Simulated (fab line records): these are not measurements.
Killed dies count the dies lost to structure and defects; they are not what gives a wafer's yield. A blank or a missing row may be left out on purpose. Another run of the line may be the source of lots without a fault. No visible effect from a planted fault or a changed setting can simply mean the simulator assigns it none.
fab line records	flow n5Finfet
record: lots: 5	wafers: 15	lastDay: 18
route steps=1938 shown BEOL_M4@1099 BEOL_M5@1112 PASSIVATION@1936
lots that met no fault: taken from a fault-free run of the same line
startH: the number of hours between the record's first day and the start of the first shown wafer of the lot	waitH: time in hours since the lot's previous step	" the same as in the row above	L1.1+2: a row that stands for several wafers	- either no value or no given start	* or withheld: withheld	< > ~ a bound
route shown NAME@n: a module of which the file shows steps, and the number in the route of the first	usual: the fault-free wafers' mean and standard deviation	same: alike in all rows	chamber/n: place in a boat	sites: the reading at each site	_std_site: the standard deviation of these	_edge_site: the outer-site mean with the inner-site mean subtracted	radiusMm: for every site, how far away it sits from the centre of the wafer	mask NAME#n: copy n	behind: the most recent tool/chamber to have shaped the wafer	hold: why the lot was held/for how many hours/how that ended	device: which transistor (n, p or np) failed to switch	end of line: at the end of the route, the tests of the same wafers	where a step has no rows: the recipe by itself	killed: dies lost to structure and defects at the first sort, not the wafer's yield	map: the dies of a wafer, with x for killed, . for not killed, _ for no die there
set.NAME: setting as actually run; set.NAME@STEP: the setting as run at that earlier step	model.NAME: the simulator's own value behind a step, which no gauge read
lots seen at some steps along the route; tables by step, rows by wafer
services: when a tool's chamber went out of use (startH, in hours from the record's first day, below 0 if earlier), for how many hours, and the reason
== steps ==
step: N5_BEOL_M4_ANNEAL_95
recipe: tempC: 400	timeS: 240	ambient: vacuum
step: N5_BEOL_M4_SPUTTER_96
recipe: material: Cu	targetThkA: 45	tempC: -20	chamberPressurePa: 0.07	powerW: withheld	timeS: 8.29
step: N5_BEOL_M4_ECD_50
recipe: material: Cu	targetThkA: 3000
step: N5_BEOL_M4_ANNEAL_51
recipe: tempC: 225	timeS: 90	ambient: N2
step: N5_BEOL_M4_CMP_52
recipe: stopOn: SiOC	tOverpolishS: 6.8	downForcePsi: 1	platenRpm: 50	clearingPlatenDownForcePsi: 1.5	clearingPlatenRpm: 50	postCmpClean: cuAlkaline	targetThkNm: 40	clearingPlatenPadVelocityMS: 0.99484	padVelocityMS: 0.99484
step: N5_BEOL_M4_PRE_CLEAN_60
recipe: gas: NH3/H2	timeS: 15	tempC: *	rfPowerW: 300
step: N5_BEOL_M4_CO_CAP_55
recipe: material: Co	targetThkA: 20	tempC: 200	precursor: CCTBA/H2	pressureTorr: 30	timeS: 102.1
step: N5_BEOL_M4_PRE_CLEAN_56
recipe: gas: NH3	timeS: 15	tempC: withheld	rfPowerW: 300
step: N5_BEOL_M4_DEP_57
recipe: material: SiCN	targetThkA: 80	tempC: withheld	precursor: 3MS/NH3	pressureTorr: 3	rfW: 202	timeS: 14
step: N5_BEOL_M4_RC_MEAS_101
usual: DIBL_N: 36.0/1.7	DIBL_P: 36.2/2.3	IOFF_N: 0.16/0.03	IOFF_P: 0.21/0.036	ION_N: 679/11	ION_P: 465/7.1	SS_N: 71.4/0.58	SS_P: 73.3/0.75	VT_N: 249/3.1	VT_P: -251/3.5
lot.wafer	tool	chamber	startH	waitH	DIBL_N[mV/V]	DIBL_P[mV/V]	IOFF_N[nA/um]	IOFF_P[nA/um]	ION_N[uA/um]	ION_P[uA/um]	SS_N[mV/dec]	SS_P[mV/dec]	VT_N[mV]	VT_P[mV]
L816.2	prober-01	0	210.18	0.2	37.9	39.9	0.19	0.19	690	459	71.8	73.8	249	-257
L816.4	"	0	"	"	35.8	37.4	0.14	0.16	681	459	71.4	74.0	253	-260
L816.5	"	0	"	"	35.2	36.3	0.13	0.14	671	443	72.1	73.5	254	-262
L820.2	prober-01	0	251.80	0.4	36.0	36.0	0.14	0.23	669	470	71.0	73.3	253	-246
L820.3	"	0	"	"	37.7	37.5	0.17	0.26	682	476	71.8	73.5	247	-248
L820.5	"	0	"	"	35.0	34.6	0.12	0.20	667	465	71.1	72.8	254	-250
L821.4	prober-02	0	257.34	0.5	34.4	33.0	0.13	0.21	679	472	70.7	72.8	247	-245
L821.5	"	0	"	"	37.9	38.2	0.19	0.29	699	485	71.2	73.8	245	-242
L821.6	"	0	"	"	39.0	38.8	0.20	0.30	692	477	71.8	74.0	247	-243
L823.1	prober-01	0	258.97	0.0	36.3	36.8	0.20	0.22	693	464	72.3	73.8	247	-249
L823.2	"	0	"	"	34.4	34.5	0.15	0.18	678	460	71.3	73.8	251	-251
L823.3	"	0	"	"	35.4	35.7	0.17	0.21	691	465	71.9	73.7	249	-249
L830.1	prober-02	0	320.85	0.0	40.9	42.9	0.25	0.31	697	469	72.0	74.5	242	-244
L830.2	"	0	"	"	34.9	37.2	0.15	0.21	676	467	71.2	72.6	250	-249
L830.3	"	0	"	"	34.0	35.8	0.13	0.17	665	456	70.7	72.6	254	-252
step: N5_BEOL_M5_ILD_DEP_00
recipe: material: SiCOH_lowk	targetThkA: 1406.4	tempC: 300	precursor: DEMS/porogen	pressureTorr: 5	rfW: 500	timeS: 25.9
usual: heaterPowerW: 307/43	showerheadPlenumPTorr: 5.737/0.015	showerheadVppV: 1389/69	throttleValvePct: 13.6/0.88
lot.wafer	tool	chamber	startH	waitH	heaterPowerW	showerheadPlenumPTorr	showerheadVppV	throttleValvePct	model.SiCOH_lowk_of_BEOL_M5_ILD_DEP_00.thkNm
L816.2	pecvd-04	0	210.99	0.7	385	5.747	1411	14.3	140.6
L816.4	"	0	"	"	302	5.736	1410	14.6	143.8
L816.5	"	2	"	"	254	5.738	1478	12.1	142.8
L820.2	pecvd-04	1	252.61	0.7	338	5.747	1354	13.8	195.8
L820.3	"	0	"	"	356	5.744	1405	14.5	140
L820.5	"	0	"	"	363	5.740	1421	14.1	143.2
L821.4	pecvd-04	0	257.85	0.4	345	5.738	1423	14.1	143.8
L821.5	"	2	"	"	299	5.735	1465	12.4	139.8
L821.6	"	1	"	"	341	5.764	1374	13.6	200
L823.1	pecvd-04	0	259.93	0.8	366	5.718	1437	14.9	140.6
L823.2	"	1	"	"	292	5.755	1353	13.5	197.2
L823.3	"	2	"	"	307	5.752	1443	12.6	140.6
L830.1	pecvd-04	0	321.81	0.8	385	5.730	1430	14.4	140.4
L830.2	"	1	"	"	362	5.763	1364	13.8	141.6
L830.3	"	2	"	"	292	5.733	1473	12.5	140.4
step: N5_BEOL_M5_CURE_79
recipe: tempC: 385	timeS: 240	ambient: He/Ar	material: SiCOH_lowk
step: N5_BEOL_M5_THK_MEAS_01
recipe: reads: SiCOH_lowk_of_BEOL_M5_ILD_DEP_00
usual: M5_ILD_THK: 121.2/1.7
lot.wafer	tool	chamber	startH	waitH	M5_ILD_THK[nm]
L816.2	filmMetro-02	-	211.57	0.4	121.0
L816.4	"	-	"	"	123.7
L816.5	"	-	"	"	122.8
L820.2	filmMetro-01	-	253.19	0.4	168.8
L820.3	"	-	"	"	120.4
L820.5	"	-	"	"	123.1
L821.4	filmMetro-02	-	258.73	0.2	123.7
L821.5	"	-	"	"	120.2
L821.6	"	-	"	"	172.5
L823.1	filmMetro-02	-	260.50	0.4	120.9
L823.2	"	-	"	"	170.1
L823.3	"	-	"	"	120.8
L830.1	filmMetro-02	-	322.38	0.4	120.8
L830.2	"	-	"	"	121.8
L830.3	"	-	"	"	120.8
step: N5_BEOL_M5_PECVD_70
recipe: material: SiO2	targetThkA: 160	tempC: 400	precursor: TEOS/O2	pressureTorr: 5.5	rfW: 450	teosFlowSccm: 53.8	gas: O2	flowSccm: 3000	timeS: 18
step: N5_BEOL_M5_HM_DEP_02
recipe: material: TiN	targetThkA: 200	tempC: 25	chamberPressurePa: 0.49996
step: N5_BEOL_M5_COAT_59
recipe: resist: SOC	tempC: 250	timeS: 60	spinRpm: 1500	resistThkNm: 60
step: N5_BEOL_M5_COAT_60
recipe: resist: SiARC	tempC: 220	timeS: 60	spinRpm: 1500	resistThkNm: 12
step: N5_BEOL_M5_COAT_71
recipe: resist: underlayer	tempC: 205	timeS: 60	spinRpm: 1500	resistThkNm: 5
step: N5_BEOL_M5_COAT_05
recipe: resist: CAR-EUV	spinRpm: 1500	resistThkNm: 30
step: N5_BEOL_M5_EBR_07
recipe: solvent: PGMEA	ebrWidthMm: 1.5
step: N5_BEOL_M5_SOFTBAKE_06
recipe: tempC: 110	timeS: 60	resist: CAR-EUV
step: N5_BEOL_M5_EXPOSE_08
recipe: maskId: M5	na: 0.33	sourceShape: annular	sigmaInner: 0.4	sigmaOuter: 0.8	polarization: unpolarized	targetCdNm: 28	doseMj: 35.75
step: N5_BEOL_M5_PEB_09
recipe: pebTempC: 100	pebTimeS: 60	resist: CAR-EUV
step: N5_BEOL_M5_DEVELOP_10
recipe: developTimeS: 30	developer: TMAH	resist: CAR-EUV	rinseLiquid: surfactantRinse	dry: airSpin	devTempC: 23
step: N5_BEOL_M5_DESCUM_16
recipe: chemistry: O2	timeS: 7	sourcePowerW: 50	biasPowerW: 20	pressureMtorr: 20	rfFrequencyHz: 2.712e+07	tempC: 40	resist: CAR-EUV	o2FlowSccm: 225
step: N5_BEOL_M5_ETCH_72
recipe: chemistry: N2/H2	target: underlayer	targetDepthA: 65	maskMaterial: CAR-EUV	timeS: 5.2	ionEnergyEv: 200	pressureMtorr: 30	sourceW: 840	biasW: 150	n2FlowSccm: 200	h2FlowSccm: 200	ends: cleared
step: N5_BEOL_M5_ETCH_61
recipe: chemistry: CF4	target: SiARC	targetDepthA: 156	maskMaterial: CAR-EUV	timeS: 26	ionEnergyEv: 80	pressureMtorr: 40	sourceW: 545	biasW: 36	Ar_flow_sccm: 100	cf4FlowSccm: 100	ends: cleared
step: N5_BEOL_M5_ETCH_62
recipe: chemistry: N2/H2	target: SOC	targetDepthA: 750	overetchA: 150	maskMaterial: SiARC	tempC: 40	timeS: 112.5	ionEnergyEv: 200	pressureMtorr: 30	sourceW: 840	biasW: 150	n2FlowSccm: 200	h2FlowSccm: 200
step: N5_BEOL_M5_STRIP_63
recipe: chemistry: N2/H2	tempC: 40	n2FlowSccm: 200	h2FlowSccm: 200	rfFrequencyHz: 6e+07
step: N5_BEOL_M5_STRIP_73
recipe: chemistry: N2/H2	tempC: 40	n2FlowSccm: 200	h2FlowSccm: 200	rfFrequencyHz: 6e+07
step: N5_BEOL_M5_STRIP_64
recipe: chemistry: CF4	resist: SiARC	powerW: 300	biasPowerW: 75	pressureMtorr: 50	cf4FlowSccm: 150	rfFrequencyHz: 6e+07
step: N5_BEOL_M5_HM_OPEN_17
recipe: chemistry: Cl2/BCl3	targetDepthA: 200	overetchA: 60	target: TiN	maskMaterial: SOC	ionEnergyEv: 150	pressureMtorr: 10	icpW: 1000	biasW: 126	Cl2_flow_sccm: 53.25	bcl3FlowSccm: 21.75	Ar_flow_sccm: 25
step: N5_BEOL_M5_STRIP_19
recipe: chemistry: O2	powerW: 400	tempC: 40	pressureMtorr: 30	rfFrequencyHz: 6e+07	biasPowerW: 0	overashFraction: 0.2	o2FlowSccm: 225
step: N5_BEOL_M5_COAT_65
recipe: resist: SOC	tempC: 250	timeS: 60	spinRpm: 1500	resistThkNm: 60
step: N5_BEOL_M5_COAT_66
recipe: resist: SiARC	tempC: 220	timeS: 60	spinRpm: 1500	resistThkNm: 12
step: N5_BEOL_M5_CMP_52
recipe: stopOn: SiCOH_lowk	tOverpolishS: 6.9	downForcePsi: 1	platenRpm: 50	clearingPlatenDownForcePsi: 1.5	clearingPlatenRpm: 50	postCmpClean: cuAlkaline	targetThkNm: 62	clearingPlatenPadVelocityMS: 0.99484	padVelocityMS: 0.99484
usual: motorCurrentA: 5.9/0.49
lot.wafer	tool	chamber	startH	waitH	motorCurrentA	model.SiCOH_lowk_of_BEOL_M5_ILD_DEP_00.thkNm
L816.4	cmp-04	3	225.86	0.2	6.0	120.8
L816.2	"	1	"	"	6.9	117.8
L816.5	"	3	"	"	6.2	120
L820.2	cmp-03	0	264.47	0.2	5.7	166
L820.3	"	2	"	"	5.5	117.4
L820.5	"	3	"	"	6.2	120.2
L821.4	cmp-03	1	272.55	0.2	5.1	120.6
L821.6	"	0	"	"	5.4	169.6
L821.5	"	1	"	"	5.3	117.2
L823.3	cmp-01	3	274.66	0.2	5.7	118
L823.2	"	0	"	"	5.7	167.2
L823.1	"	1	"	"	6.0	118
L830.3	cmp-04	0	333.36	0.2	5.9	117.8
L830.1	"	1	"	"	6.6	117.8
L830.2	"	2	"	"	5.2	118.8
step: N5_PASSIVATION_PROBE_49
usual: defectLimitedYield: 91.3/1.5	killed_at_M0_to_M3: 31/11	killed_at_M4_up: 14/5.1	killedAtContacts: 12/5.6	killedAtFrontEnd: 42/12	killedAtOther: 3.8/2.9	killedDies: 103/18	killedOnRim: 14/4.5	killedOpen: 67/14	killedShort: 33/8	sort_bin_5_function: 5.1/1	sort_bin_6_memory: 3.2/0.75	sortNPass: 1077/18	sortYieldPct: 91.3/1.5
same: grossDies: 1180	killedAtBackSide: 0	sort_bin_4_leakage[%]: 0	sort_bin_8_speed[%]: 0
lot.wafer	tool	chamber	startH	waitH	defectLimitedYield[%]	killed_at_M0_to_M3	killed_at_M4_up	killedAtContacts	killedAtFrontEnd	killedAtOther	killedDies	killedOnRim	killedOpen	killedShort	sort_bin_5_function[%]	sort_bin_6_memory[%]	sortNPass	sortYieldPct[%]
L816.2	prober-01	-	326.31	0.1	89.1	40	22	11	55	1	129	17	82	41	5.3	4.8	1051	89.1
L816.4	prober-01	-	326.41	0.2	91.3	41	14	4	41	3	103	12	69	34	5.8	2.5	1077	91.3
L816.5	prober-01	-	326.46	0.2	88.1	59	31	10	38	2	140	23	95	42	6.4	4.8	1040	88.1
L820.2	prober-01	-	364.30	0.1	0	15	1115	14	35	1	1180	152	49	33	97.5	2.3	0	0
L820.3	prober-01	-	364.35	0.1	90.6	21	14	18	58	0	111	15	81	26	6.1	2.9	1069	90.6
L820.5	prober-01	-	364.45	0.2	89.2	32	21	15	58	2	128	22	82	44	6.7	3.9	1052	89.2
L823.1	prober-01	-	368.34	0.0	91.2	40	9	10	35	10	104	22	64	40	6.1	2.1	1076	91.2
L823.2	prober-01	-	368.39	0.1	2.4	36	1046	19	38	13	1152	136	78	45	93.6	3.6	28	2.4
L823.3	prober-01	-	368.44	0.1	90.9	33	12	13	49	0	107	12	80	27	5.6	3.4	1073	90.9
L821.4	prober-02	-	374.18	0.2	89.9	36	10	14	52	7	119	14	79	40	5.8	4.2	1061	89.9
L821.5	prober-02	-	374.23	0.2	91.0	37	12	4	49	4	106	16	72	33	5.8	3.1	1074	91.0
L821.6	prober-02	-	374.28	0.3	0	35	1097	6	34	8	1180	152	70	29	97.4	2.5	0	0
killed by level:class
L816.2 BEOL_M0_SAQP:geometricParticle:short=14 STI_FIN_REVEAL:geometricParticle:open=13 BEOL_M0_SAQP:geometricParticle:open=11 MOL_CONTACT_COAG:geometricParticle:open=8 BEOL_M4:geometricParticle:open=7 BEOL_M5:geometricParticle:open=7 BEOL_M3:geometricParticle:open=6 DUMMY_GATE:geometricParticle:open=6
L816.4 BEOL_M0_SAQP:geometricParticle:open=13 FIN_SAQP:geometricParticle:open=12 FIN_SAQP:geometricParticle:short=8 BEOL_M0_SAQP:geometricParticle:short=8 BEOL_M3:geometricParticle:open=7 DUMMY_GATE:geometricParticle:open=6 BEOL_M1:geometricParticle:open=6 BEOL_M4:geometricParticle:open=4
L816.5 BEOL_M0_SAQP:geometricParticle:open=17 BEOL_M4:geometricParticle:open=17 BEOL_M0_SAQP:geometricParticle:short=15 BEOL_M1:geometricParticle:open=9 MOL_CONTACT_COAG:geometricParticle:open=7 BEOL_M2:geometricParticle:open=7 ILD0:geometricParticle:open=6 FIN_SAQP:geometricParticle:open=4
L820.2 BEOL_M5:areaEtch=1098 MOL_CONTACT_COAG:geometricParticle:open=11 FIN_SAQP:geometricParticle:short=7 FIN_SAQP:geometricParticle:open=6 GATE_CUT:geometricParticle:open=5 GATE_CUT:geometricParticle:short=5 BEOL_M4:geometricParticle:short=5 STI_FIN_REVEAL:geometricParticle:open=4
L820.3 MOL_CONTACT_COAG:geometricParticle:open=17 STI_FIN_REVEAL:geometricParticle:open=16 FIN_SAQP:geometricParticle:open=11 FIN_SAQP:geometricParticle:short=6 BEOL_M0_SAQP:geometricParticle:open=6 GATE_CUT:geometricParticle:short=5 STARTING-WAFER:geometricParticle:open=5 BEOL_M1:geometricParticle:open=4
L820.5 STI_FIN_REVEAL:geometricParticle:open=27 MOL_CONTACT_COAG:geometricParticle:open=12 BEOL_M4:geometricParticle:open=9 BEOL_M0_SAQP:geometricParticle:short=8 FIN_SAQP:geometricParticle:short=7 STI_FIN_REVEAL:geometricParticle:short=6 BEOL_M1:geometricParticle:open=6 BEOL_M0_SAQP:geometricParticle:open=5
L823.1 BEOL_M0_SAQP:geometricParticle:open=10 BEOL_M0_SAQP:geometricParticle:short=9 STI_FIN_REVEAL:geometricParticle:open=8 FIN_SAQP:geometricParticle:short=7 BEOL_M2:geometricParticle:open=7 BEOL_M1:geometricParticle:open=6 MOL_CONTACT_COAG:geometricParticle:short=5 MOL_CONTACT_COAG:geometricParticle:open=5
L823.2 BEOL_M5:areaEtch=1029 BEOL_M1:geometricParticle:open=12 MOL_CONTACT_COAG:geometricParticle:open=11 STI_FIN_REVEAL:geometricParticle:open=10 BEOL_M4:geometricParticle:open=10 MOL_CONTACT_COAG:geometricParticle:short=8 BEOL_M0_SAQP:geometricParticle:short=8 BEOL_M2:geometricParticle:open=7
L823.3 STI_FIN_REVEAL:geometricParticle:open=29 MOL_CONTACT_COAG:geometricParticle:open=13 BEOL_M1:geometricParticle:open=13 STI_FIN_REVEAL:geometricParticle:short=8 BEOL_M0_SAQP:geometricParticle:short=7 BEOL_M4:geometricParticle:open=5 FIN_SAQP:geometricParticle:open=3 BEOL_M0_SAQP:geometricParticle:open=3
L821.4 FIN_SAQP:geometricParticle:open=18 MOL_CONTACT_COAG:geometricParticle:open=10 BEOL_M0_SAQP:geometricParticle:open=8 BEOL_M1:geometricParticle:open=8 FIN_SAQP:geometricParticle:short=7 STI_FIN_REVEAL:geometricParticle:open=7 BEOL_M0_SAQP:geometricParticle:short=7 BEOL_M0:geometricParticle:open=7
L821.5 FIN_SAQP:geometricParticle:open=13 BEOL_M1:geometricParticle:open=9 BEOL_M0_SAQP:geometricParticle:open=8 STI_FIN_REVEAL:geometricParticle:open=7 DUMMY_GATE:geometricParticle:open=7 FIN_SAQP:geometricParticle:short=6 BEOL_M3:geometricParticle:open=5 DUMMY_GATE:geometricParticle:short=4
L821.6 BEOL_M5:areaEtch=1081 BEOL_M0_SAQP:geometricParticle:short=11 STI_FIN_REVEAL:geometricParticle:open=10 FIN_SAQP:geometricParticle:open=8 DUMMY_GATE:geometricParticle:open=6 MOL_CONTACT_COAG:geometricParticle:open=6 BEOL_M0_SAQP:geometricParticle:open=6 BEOL_M1:geometricParticle:open=6
map L820.2 (x killed, . not)
_________________xxxxxxxxxxxx________________
______________xxxxxxxxxxxxxxxxxx_____________
___________xxxxxxxxxxxxxxxxxxxxxxxx__________
__________xxxxxxxxxxxxxxxxxxxxxxxxxx_________
________xxxxxxxxxxxxxxxxxxxxxxxxxxxxxx_______
_______xxxxxxxxxxxxxxxxxxxxxxxxxxxxxxxx______
______xxxxxxxxxxxxxxxxxxxxxxxxxxxxxxxxxx_____
_____xxxxxxxxxxxxxxxxxxxxxxxxxxxxxxxxxxxx____
____xxxxxxxxxxxxxxxxxxxxxxxxxxxxxxxxxxxxxx___
___xxxxxxxxxxxxxxxxxxxxxxxxxxxxxxxxxxxxxxxx__
___xxxxxxxxxxxxxxxxxxxxxxxxxxxxxxxxxxxxxxxx__
__xxxxxxxxxxxxxxxxxxxxxxxxxxxxxxxxxxxxxxxxxx_
__xxxxxxxxxxxxxxxxxxxxxxxxxxxxxxxxxxxxxxxxxx_
_xxxxxxxxxxxxxxxxxxxxxxxxxxxxxxxxxxxxxxxxxxxx
_xxxxxxxxxxxxxxxxxxxxxxxxxxxxxxxxxxxxxxxxxxxx
_xxxxxxxxxxxxxxxxxxxxxxxxxxxxxxxxxxxxxxxxxxxx
_xxxxxxxxxxxxxxxxxxxxxxxxxxxxxxxxxxxxxxxxxxxx
_xxxxxxxxxxxxxxxxxxxxxxxxxxxxxxxxxxxxxxxxxxxx
_xxxxxxxxxxxxxxxxxxxxxxxxxxxxxxxxxxxxxxxxxxxx
_xxxxxxxxxxxxxxxxxxxxxxxxxxxxxxxxxxxxxxxxxxxx
_xxxxxxxxxxxxxxxxxxxxxxxxxxxxxxxxxxxxxxxxxxxx
__xxxxxxxxxxxxxxxxxxxxxxxxxxxxxxxxxxxxxxxxxx_
__xxxxxxxxxxxxxxxxxxxxxxxxxxxxxxxxxxxxxxxxxx_
___xxxxxxxxxxxxxxxxxxxxxxxxxxxxxxxxxxxxxxxx__
___xxxxxxxxxxxxxxxxxxxxxxxxxxxxxxxxxxxxxxxx__
____xxxxxxxxxxxxxxxxxxxxxxxxxxxxxxxxxxxxxx___
_____xxxxxxxxxxxxxxxxxxxxxxxxxxxxxxxxxxxx____
______xxxxxxxxxxxxxxxxxxxxxxxxxxxxxxxxxx_____
_______xxxxxxxxxxxxxxxxxxxxxxxxxxxxxxxx______
________xxxxxxxxxxxxxxxxxxxxxxxxxxxxxx_______
__________xxxxxxxxxxxxxxxxxxxxxxxxxx_________
___________xxxxxxxxxxxxxxxxxxxxxxxx__________
______________xxxxxxxxxxxxxxxxxx_____________
_________________xxxxxxxxxxxx________________
map L821.6 (x killed, . not)
_________________xxxxxxxxxxxx________________
______________xxxxxxxxxxxxxxxxxx_____________
___________xxxxxxxxxxxxxxxxxxxxxxxx__________
__________xxxxxxxxxxxxxxxxxxxxxxxxxx_________
________xxxxxxxxxxxxxxxxxxxxxxxxxxxxxx_______
_______xxxxxxxxxxxxxxxxxxxxxxxxxxxxxxxx______
______xxxxxxxxxxxxxxxxxxxxxxxxxxxxxxxxxx_____
_____xxxxxxxxxxxxxxxxxxxxxxxxxxxxxxxxxxxx____
____xxxxxxxxxxxxxxxxxxxxxxxxxxxxxxxxxxxxxx___
___xxxxxxxxxxxxxxxxxxxxxxxxxxxxxxxxxxxxxxxx__
___xxxxxxxxxxxxxxxxxxxxxxxxxxxxxxxxxxxxxxxx__
__xxxxxxxxxxxxxxxxxxxxxxxxxxxxxxxxxxxxxxxxxx_
__xxxxxxxxxxxxxxxxxxxxxxxxxxxxxxxxxxxxxxxxxx_
_xxxxxxxxxxxxxxxxxxxxxxxxxxxxxxxxxxxxxxxxxxxx
_xxxxxxxxxxxxxxxxxxxxxxxxxxxxxxxxxxxxxxxxxxxx
_xxxxxxxxxxxxxxxxxxxxxxxxxxxxxxxxxxxxxxxxxxxx
_xxxxxxxxxxxxxxxxxxxxxxxxxxxxxxxxxxxxxxxxxxxx
_xxxxxxxxxxxxxxxxxxxxxxxxxxxxxxxxxxxxxxxxxxxx
_xxxxxxxxxxxxxxxxxxxxxxxxxxxxxxxxxxxxxxxxxxxx
_xxxxxxxxxxxxxxxxxxxxxxxxxxxxxxxxxxxxxxxxxxxx
_xxxxxxxxxxxxxxxxxxxxxxxxxxxxxxxxxxxxxxxxxxxx
__xxxxxxxxxxxxxxxxxxxxxxxxxxxxxxxxxxxxxxxxxx_
__xxxxxxxxxxxxxxxxxxxxxxxxxxxxxxxxxxxxxxxxxx_
___xxxxxxxxxxxxxxxxxxxxxxxxxxxxxxxxxxxxxxxx__
___xxxxxxxxxxxxxxxxxxxxxxxxxxxxxxxxxxxxxxxx__
____xxxxxxxxxxxxxxxxxxxxxxxxxxxxxxxxxxxxxx___
_____xxxxxxxxxxxxxxxxxxxxxxxxxxxxxxxxxxxx____
______xxxxxxxxxxxxxxxxxxxxxxxxxxxxxxxxxx_____
_______xxxxxxxxxxxxxxxxxxxxxxxxxxxxxxxx______
________xxxxxxxxxxxxxxxxxxxxxxxxxxxxxx_______
__________xxxxxxxxxxxxxxxxxxxxxxxxxx_________
___________xxxxxxxxxxxxxxxxxxxxxxxx__________
______________xxxxxxxxxxxxxxxxxx_____________
_________________xxxxxxxxxxxx________________
== services ==
tool	chamber	startH	hours	kind
cmp-03	-	200.43	2.5	repair
cmp-01	-	220.21	6.4	pm
cmp-01	-	231.02	3.8	repair
cmp-03	-	233.02	4.0	pm
cmp-03	-	237.02	-	consumableReplace:conditioner
cmp-03	-	237.02	-	consumableReplace:pad
cmp-01	-	242.13	4.0	pm
cmp-01	-	246.13	-	consumableReplace:conditioner
cmp-01	-	246.13	-	consumableReplace:pad
cmp-01	-	257.31	0.7	repair
cmp-04	-	257.55	19.6	repair
pecvd-04	1	287.77	1.9	repair
cmp-01	-	290.15	2.1	repair
cmp-04	-	293.90	0.8	repair
pecvd-04	2	296.36	2.1	scheduledDown
cmp-01	-	302.33	2.1	repair
pecvd-04	-	326.25	2.8	pm
cmp-04	-	326.72	2.6	repair
cmp-01	-	326.75	4.6	pm
pecvd-04	2	329.76	6.5	repair
== key ==
firstSign: step: N5_BEOL_M5_THK_MEAS_01	reading: M5_ILD_THK	direction: up	sigmas: 29	usual: 121.2	struck: 170.5
effect: step: N5_PASSIVATION_PROBE_49	reading: killed_at_M4_up	direction: up	sigmas: 99+	usual: 14	struck: 1086
modelEffect: step: N5_BEOL_M5_ILD_DEP_00	value: SiCOH_lowk_of_BEOL_M5_ILD_DEP_00.thkNm	without: 141.5	struck: 197.7
modelEffect: step: N5_BEOL_M5_CMP_52	value: SiCOH_lowk_of_BEOL_M5_ILD_DEP_00.thkNm	without: 118.7	struck: 167.6
moreKillsBornAt: N5_BEOL_M5_ETCH_41@rieDiel-04: 2127	N5_BEOL_M5_ETCH_41@rieDiel-02: 1081
metAt N5_BEOL_M5_ILD_DEP_00
struckWafers L820.2,L821.6,L823.2
laterRowsLeftOut L820.2,L821.6,L823.2
fault: kind: processParameterDrift	tool: pecvd-04	chamber: 1	onsetH: 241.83	steps: N5_BEOL_M5_ILD_DEP_00	channel: timeS	offset: *	shape: step	endH: 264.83	actsIn: *	stated: *
laterRowsLeftOut: the simulator's readings of these wafers behind a module that went badly wrong aren't trusted and aren't shown, but for the sort
